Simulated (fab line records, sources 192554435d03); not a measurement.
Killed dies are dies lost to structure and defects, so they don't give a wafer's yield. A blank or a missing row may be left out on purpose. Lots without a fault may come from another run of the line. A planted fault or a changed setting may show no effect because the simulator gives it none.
Chamber matching | flow n5_finfet | N5_FIN_SAQP_MANDREL1_REMOVE_56 on rie_si-05: 4 sister chambers
The step chemistry HBr/Cl2/O2, target a-Si, stops on SiNx, bt time 10 s. 4 wafers are shown with their chamber, then 7 later ones without.

WAFERS WITH THEIR CHAMBER
wafer  | chamber | throttle_valve_pct (%)
L080.2 | 0       | 36.7
L082.4 | 2       | 36.4
L083.1 | 1       | 36.4
L083.4 | 3       | 37.0

WAFERS WITHOUT THEIR CHAMBER
wafer  | throttle_valve_pct (%)
L083.5 | 37.0
L084.1 | 37.0
L084.5 | 36.4
L084.6 | 37.0
L086.1 | 37.0
L086.2 | 36.3
L086.4 | 36.7

WHICH CHAMBER EACH WENT THROUGH
wafer  | from the rows above     | in truth
L083.5 | 3                       | 3
L084.1 | 3                       | 3
L084.5 | can't be placed: 1 or 2 | 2
L084.6 | 3                       | 3
L086.1 | 3                       | 3
L086.2 | can't be placed: 1 or 2 | 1
L086.4 | 0                       | 0
Placed correctly: 5 of 7. Can't be placed from these rows: 2 (the true chamber is among the candidates in 2). Placed wrongly: 0.
How it was worked out, from the rows above alone: a wafer's distance from a chamber is the root of the sum, over the readings, of the square of ((its reading less the chamber's mean) divided by the reading's scatter). The wafer belongs to the nearest chamber; if the next one is less than 2 further off, it can't be placed. A chamber's mean is the mean of its shown wafers. The scatter: with one shown wafer a chamber, the root of the mean of the squares of how far each hidden wafer lies from its nearest shown one.
